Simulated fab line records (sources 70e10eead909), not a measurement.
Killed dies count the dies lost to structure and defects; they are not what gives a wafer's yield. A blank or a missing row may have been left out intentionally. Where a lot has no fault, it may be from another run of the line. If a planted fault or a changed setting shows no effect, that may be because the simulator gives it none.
Chamber matching ; flow nand harc ; rie diel-10 running NHARC_A_SGD_CUT_ETCH_58: 4 sister chambers
The step etches the open film in CF4, target depth 39 nm, time 65 s. 8 wafers are shown with their chamber, then 11 later ones without.

WAFERS, EACH WITH ITS CHAMBER
wafer;chamber;showerhead plenum p Torr (Torr);drypump motor current A (A)
L085.3;1;1.88;5.9
L084.4;1;1.88;5.9
L084.5;0;1.70;5.6
L083.6;2;1.89;6.4
L088.2;2;1.89;6.3
L088.4;0;1.69;5.6
L088.5;3;1.83;5.2
L091.1;3;1.83;5.2

WAFERS WITH NO CHAMBER GIVEN
wafer;showerhead plenum p Torr (Torr);drypump motor current A (A)
L091.2;1.89;6.3
L091.5;1.89;6.3
L093.2;1.88;5.9
L093.4;1.88;6.3
L093.5;1.88;5.9
L095.2;1.83;5.2
L095.5;1.83;5.3
L095.6;1.88;6.3
L097.1;1.88;6.3
L097.2;1.83;5.2
L097.5;1.88;6.3

EACH ONE'S CHAMBER
wafer;from the rows above;in truth
L091.2;2;2
L091.5;2;2
L093.2;1;1
L093.4;2;2
L093.5;1;1
L095.2;3;3
L095.5;3;3
L095.6;2;2
L097.1;2;2
L097.2;3;3
L097.5;2;2
Correct placement for 11 of the 11. Left unplaced by these rows: 0. Number placed wrongly: 0.
How it was worked out, from the rows above alone: a wafer's distance from a chamber is the root of the sum, over the readings, of the square of ((its reading less the chamber's mean) divided by the reading's scatter). The wafer belongs to the nearest chamber; if the next one is less than 2 further off, it can't be placed. The mean given for a chamber averages the wafers shown for that chamber. The scatter: the root of (the sum of the squares of (reading less its chamber's mean) over the shown wafers, divided by (wafers less chambers)).
